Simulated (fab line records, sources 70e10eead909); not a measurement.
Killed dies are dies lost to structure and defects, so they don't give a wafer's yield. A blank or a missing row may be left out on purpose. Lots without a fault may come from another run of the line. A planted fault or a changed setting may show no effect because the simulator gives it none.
Which tool did it? | flow nand_harc | 13 lots, 39 wafers sampled, at 5 steps of a route of 1302

WHAT THE GAUGES READ, wafer by wafer
NHARC_A_M1_INSPECT_27. Usual: raw_defect_count 553, standard deviation 140.
lot  | measured     | on                | raw_defect_count | flag
L658 | day 22 21:43 | defect_inspect-01 | 635 589 592      |
L659 | day 23 11:16 | defect_inspect-02 | 455 506 502      |
L660 | day 23 11:38 | defect_inspect-02 | 510 369 346      |
L661 | day 23 13:38 | defect_inspect-02 | 632 723 818      |
L662 | day 24 05:56 | defect_inspect-01 | 455 473 581      |
L663 | day 24 13:11 | defect_inspect-01 | 660 523 556      |
L665 | day 26 04:21 | defect_inspect-01 | 511 423 363      |
L667 | day 26 19:23 | defect_inspect-01 | 424 525 497      |
L666 | day 27 06:26 | defect_inspect-02 | 575 679 698      |
L668 | day 27 11:34 | defect_inspect-02 | 534 422 447      |
L669 | day 27 16:41 | defect_inspect-01 | 530 515 524      |
L678 | day 30 23:22 | defect_inspect-02 | 464 503 625      |
L681 | day 32 19:01 | defect_inspect-02 | 530 495 493      |

NHARC_END_SORT_01. Usual: defect_limited_yield 89.8 %, standard deviation 2.4; killed_at_array 64, standard deviation 16; killed_at_other 1.0, standard deviation 1.1; killed_at_periphery 3.5, standard deviation 2.3; killed_dies 69, standard deviation 17; killed_open 3.2, standard deviation 1.6; killed_short 2.4, standard deviation 1.6.
lot  | measured     | on        | defect_limited_yield (%) | killed_at_array | killed_at_other | killed_at_periphery | killed_dies | killed_open | killed_short | flag
L667 | day 28 04:12 | prober-01 | 90.1 89.8 90.8           | 61 63 58        | 1 2 0           | 5 4 4               | 67 69 62    | 2 0 2       | 3 0 2        |
L666 | day 28 16:53 | prober-01 | 90.0 90.5 91.9           | 64 62 50        | 1 0 3           | 3 2 2               | 68 64 55    | 5 4 4       | 1 2 0        |
L669 | day 29 02:22 | prober-01 | 92.5 91.7 92.5           | 47 53 49        | 1 1 2           | 3 2 0               | 51 56 51    | 6 3 4       | 1 4 3        |

WHICH TOOL RAN EACH LOT (tool, then ch and the chambers of the sampled wafers, then the start)
lot  | NHARC_A_M1_DEGAS_29          | NHARC_A_M1_DEP_33               | NHARC_A_BONDPAD_SOFTBAKE_04
L658 | pvd_sputter-02, day 22 20:10 | pecvd-01 ch 0,2, day 22 21:55   | litho_track-07 ch 0, day 22 23:00
L659 | pvd_sputter-01, day 23 09:43 | pecvd-03 ch 1,2, day 23 11:25   | litho_track-05 ch 0, day 23 12:00
L660 | pvd_sputter-02, day 23 10:02 | pecvd-04 ch 1,2, day 23 11:47   | litho_track-07 ch 0, day 23 13:00
L661 | pvd_sputter-02, day 23 12:05 | pecvd-04 ch 0,2, day 23 13:47   | litho_track-05 ch 0, day 23 15:00
L662 | pvd_sputter-03, day 24 04:17 | pecvd-01 ch 0,1,2, day 24 06:08 | litho_track-05 ch 0, day 24 07:00
L663 | pvd_sputter-03, day 24 11:38 | pecvd-04 ch 0,1, day 24 13:23   | litho_track-02 ch 0, day 24 14:00
L665 | pvd_sputter-01, day 26 02:47 | pecvd-03 ch 1,2, day 26 04:35   | litho_track-02 ch 0, day 26 05:00
L667 | pvd_sputter-03, day 26 17:50 | pecvd-01 ch 0,1, day 26 19:35   | litho_track-02 ch 0, day 26 20:00
L666 | pvd_sputter-03, day 27 04:52 | pecvd-04 ch 1,2, day 27 06:34   | litho_track-02 ch 0, day 27 07:00
L668 | pvd_sputter-03, day 27 09:59 | pecvd-03 ch 0,1,2, day 27 11:42 | litho_track-05 ch 0, day 27 13:00
L669 | pvd_sputter-01, day 27 15:09 | pecvd-01 ch 0,2, day 27 16:53   | litho_track-02 ch 0, day 27 18:00
L678 | pvd_sputter-01, day 30 21:34 | pecvd-01 ch 0,1,2, day 30 23:31 | litho_track-07 ch 0, day 31 00:00
L681 | pvd_sputter-02, day 32 17:28 | pecvd-03 ch 0,2, day 32 19:10   | litho_track-05 ch 0, day 32 20:00
- NHARC_A_M1_DEGAS_29: time 60 s.
- NHARC_A_M1_DEP_33: deposits SiCN, target thk 30 nm.
- NHARC_A_BONDPAD_SOFTBAKE_04: time 70 s.

WHAT THE TOOLS THEMSELVES READ (means of the sampled wafers that have a number; where no wafer has one, the mark that the record gives instead)
NHARC_A_M1_DEGAS_29. Usual: heater_power_w 360 W, standard deviation 35.
lot  | tool           | heater_power_w (W) | flag
L658 | pvd_sputter-02 | 357                |
L659 | pvd_sputter-01 | 392                |
L660 | pvd_sputter-02 | 373                |
L661 | pvd_sputter-02 | 368                |
L662 | pvd_sputter-03 | 331                |
L663 | pvd_sputter-03 | 321                |
L665 | pvd_sputter-01 | 387                |
L667 | pvd_sputter-03 | 334                |
L666 | pvd_sputter-03 | 320                |
L668 | pvd_sputter-03 | 316                |
L669 | pvd_sputter-01 | 411                |
L678 | pvd_sputter-01 | 382                |
L681 | pvd_sputter-02 | 371                |

NHARC_A_M1_DEP_33. Usual: heater_power_w 618 W, standard deviation 80.
lot  | tool     | heater_power_w (W) | flag
L658 | pecvd-01 | 705                |
L659 | pecvd-03 | 513                |
L660 | pecvd-04 | 583                |
L661 | pecvd-04 | 675                |
L662 | pecvd-01 | 714                |
L663 | pecvd-04 | 611                |
L665 | pecvd-03 | 587                |
L667 | pecvd-01 | 691                |
L666 | pecvd-04 | 535                |
L668 | pecvd-03 | 542                |
L669 | pecvd-01 | 685                |
L678 | pecvd-01 | 675                |
L681 | pecvd-03 | 528                |

NHARC_A_BONDPAD_SOFTBAKE_04. Usual: heater_power_total_W 201.0 W, standard deviation 1.3.
lot  | tool           | heater_power_total_W (W) | flag
L658 | litho_track-07 | 200.8                    |
L659 | litho_track-05 | 201.3                    |
L660 | litho_track-07 | 202.2                    |
L661 | litho_track-05 | 200.2                    |
L662 | litho_track-05 | 201.7                    |
L663 | litho_track-02 | 202.0                    |
L665 | litho_track-02 | 200.4                    |
L667 | litho_track-02 | 201.1                    |
L666 | litho_track-02 | 200.0                    |
L668 | litho_track-05 | 201.3                    |
L669 | litho_track-02 | 200.1                    |
L678 | litho_track-07 | 213.6                    | OFF
L681 | litho_track-05 | 201.1                    |

THE ANSWER, worked out from the rows above alone
Rule: a lot is off if the mean of its wafers that have a number lies more than 3 standard deviations from the usual mean. A lot without any number at a reading at which 4 lots or more have one is off too. The other lots that the step has rows for count as sound. The gauges are gone through in route order, then the tools' own readings, and for those a lot's mean is taken as printed above. The first step at which some lot is off is used, and at that step the reading that is off furthest; a lot without a number counts as furthest.
Off: L678, at NHARC_A_BONDPAD_SOFTBAKE_04 (heater_power_total_W).
A tool fits if, at that step or a process step before it, it ran every lot that is off, and no sound lot after the first of them. Can't be told from this: 3 tools fit, pvd_sputter-01 at NHARC_A_M1_DEGAS_29, pecvd-01 at NHARC_A_M1_DEP_33, litho_track-07 at NHARC_A_BONDPAD_SOFTBAKE_04.

WHAT THE SIMULATOR HAD PUT IN
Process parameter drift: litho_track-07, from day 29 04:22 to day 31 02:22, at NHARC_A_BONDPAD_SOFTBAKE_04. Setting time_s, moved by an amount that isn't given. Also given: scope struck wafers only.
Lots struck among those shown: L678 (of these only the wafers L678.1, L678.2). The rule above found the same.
